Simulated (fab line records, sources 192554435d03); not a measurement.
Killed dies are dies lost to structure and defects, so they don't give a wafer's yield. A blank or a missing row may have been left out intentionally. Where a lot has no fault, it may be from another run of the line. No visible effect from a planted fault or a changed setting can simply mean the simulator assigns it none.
Struck lot and sound lot, side by side :: flow n5 finfet :: 16 steps out of a route of 1938
Sound: wafers L427.1, L427.2, L427.6. Struck: wafer L426.6. (L426.1 of the same lot was not struck and is left out.) The cause comes at the end.
For every step that has rows: the tool of each side, followed by ch and its chambers, followed by its first start. Under that, the readings that differ: sound wafers :: struck wafers :: difference of the means :: sigmas: that difference in standard deviations of wafers without a fault.
alike: same words and numbers on both sides, and readings whose means sit less than 2 such deviations apart. not compared: any withheld reading, any reading some wafer has no value for, any bound like >300 that may hide the same value, and any number with overlapping values for which the record gives no deviation.
The two part at a step that has a row with sigmas, a row that says differs or no value, or rows on one side only. Non-overlapping numbers with no deviation appear without sigmas and do not part them. A reading that every wafer of one side lacks parts them only if that side has two wafers or more.

N5_BEOL_M2_ETCH_41: etches SiCN in CH3F/O2, target depth 29.9 nm, time 52.5 s.
  sound on rie diel-03 ch 0,1,3; struck on rie diel-04 ch 0
  alike: drypump motor current A, oes product au, rf vpp V, showerhead plenum p Torr, throttle valve pct
  not compared: rf hours counter h
N5_BEOL_M2_STRIP_97: strips in N2/H2, time 10 s.
  sound on rie diel-03 ch 0,1,3; struck on rie diel-04 ch 0
  alike: drypump motor current A, n2 flow sccm, oes product au, rf vpp V, showerhead plenum p Torr, throttle valve pct
  not compared: rf hours counter h
N5_BEOL_M2_OCD_MEAS_38:
  struck on ocd-01, day 12 09:07; sound on ocd-01, day 11 22:32
  alike: trench depth nm
then, 4 steps without rows for these wafers: N5_BEOL_M2_HM_STRIP_39 (strips TiN in peroxide tin strip, target depth 25 nm, time 158 s); N5_BEOL_M2_SRD_40 (time 30 s); N5_BEOL_M2_PRECLEAN_42 (cleans in residue remover, time 60 s); N5_BEOL_M2_SRD_43 (time 30 s).
N5_BEOL_M2_CD_MEAS_35: target cd 18 nm, target cd y 22.2 nm.
  struck on cd sem-03, day 12 09:16; sound on cd sem-03, day 11 22:41
  alike: cd nm
then, 2 steps without rows for these wafers: N5_BEOL_M2_DEGAS_44 (time 60 s); N5_BEOL_M2_PRE_CLEAN_45 (time 30 s).
N5_BEOL_M2_ALD_84: deposits TaN, pulse time 2 s, purge time 3 s, co reactant purge time 2 s.
  sound on ald metal-04 ch 0,2, day 11 23:10; struck on ald metal-02 ch 3, day 12 11:30
  alike: heater power w, precursor vessel carrier sccm
  not compared: since wet clean h
N5_BEOL_M2_SURFACE_TREAT_85:
  struck on pvd sputter-02, day 12 11:55; sound on pvd sputter-02, day 11 23:27
  not compared: throttle valve pct
N5_BEOL_M2_CVD_47: deposits Co from CCTBA/H2, target thk 3 nm, time 223.8 s.
  sound on cvd co-02 ch 0,1,2, day 11 23:31; struck on cvd co-01 ch 1, day 12 12:03
reading: run length s (s)
sound: 246.6 246.4 246.3
struck: 251.1
difference: +4.7
sigmas: +15
  not compared: since wet clean h
N5_BEOL_M2_SPUTTER_48: material Cu, target thk 4.5 nm, time 8.29 s.
  struck on pvd sputter-02, day 12 12:19; sound on pvd sputter-02, day 11 23:41
  alike: throttle valve pct
N5_BEOL_M4_RC_MEAS_101:
  sound on prober-01 ch 0, day 13 01:22; struck on prober-01 ch 0, day 14 08:52
reading: VT_P (mV)
sound: -253 -253 -255
struck: -246
difference: +8
sigmas: +2
  alike: DIBL_N, DIBL_P, IOFF_N, IOFF_P, ION_N, ION_P, SS_N, SS_P, VT_N
then, 1 step without rows for these wafers: N5_PASSIVATION_PROBE_49.

## WHERE THEY PART
First at N5_BEOL_M2_CVD_47; last, within this record, at N5_BEOL_M4_RC_MEAS_101.

WHY: whatever the simulator had introduced
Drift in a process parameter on cvd co-01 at N5_BEOL_M2_CVD_47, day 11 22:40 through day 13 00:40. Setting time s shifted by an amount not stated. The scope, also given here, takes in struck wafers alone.
